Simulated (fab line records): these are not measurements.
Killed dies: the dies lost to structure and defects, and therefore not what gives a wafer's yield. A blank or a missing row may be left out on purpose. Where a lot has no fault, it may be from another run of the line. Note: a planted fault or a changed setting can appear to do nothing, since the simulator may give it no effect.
Chamber matching	flow nand_harc	NHARC_P_CONTACT_DEP_30 on pecvd-04 has 3 sister chambers
The step deposits SiNx, target thk 30 nm. 14 wafers are shown with their chamber, then 7 later ones without.

WAFERS, EACH WITH ITS CHAMBER
wafer	chamber	heater_power_w (W)
L074.3	2	733
L074.4	1	561
L074.5	2	737
L076.2	0	776
L076.3	2	706
L076.6	1	645
L077.1	1	536
L077.4	1	558
L077.5	0	706
L078.1	0	778
L078.3	2	638
L078.4	1	637
L080.2	2	665
L080.5	2	669

SIGNATURES (means of the wafers above)
reading	chamber 0	chamber 1	chamber 2	scatter within a chamber
heater_power_w	753.33	587.40	691.33	44.1
Rule: distance of a wafer from a chamber = root of the sum over the readings of ((wafer's reading minus chamber's mean) / reading's scatter) squared. The wafer belongs to the nearest chamber; if the next one is less than 2 further off, it can't be placed. How the scatter is found: for the shown wafers, subtract from each reading the mean of its chamber, square and add these, divide the total by (wafers less chambers), then take the root.

WAFERS WITH NO CHAMBER GIVEN
wafer	heater_power_w (W)
L080.6	574
L083.3	677
L083.4	663
L083.5	683
L093.1	648
L093.3	716
L093.5	645

THE CHAMBER EACH PASSED THROUGH
wafer	from the rows above	in truth
L080.6	1	1
L083.3	can't be placed: 2 or 0 or 1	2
L083.4	can't be placed: 2 or 1 or 0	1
L083.5	can't be placed: 2 or 0 or 1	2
L093.1	can't be placed: 2 or 1 or 0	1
L093.3	can't be placed: 2 or 0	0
L093.5	can't be placed: 2 or 1 or 0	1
1 of 7 placed correctly. Unplaceable from these rows: 6, with the true chamber sitting among the candidates in 6. Number placed wrongly: 0.
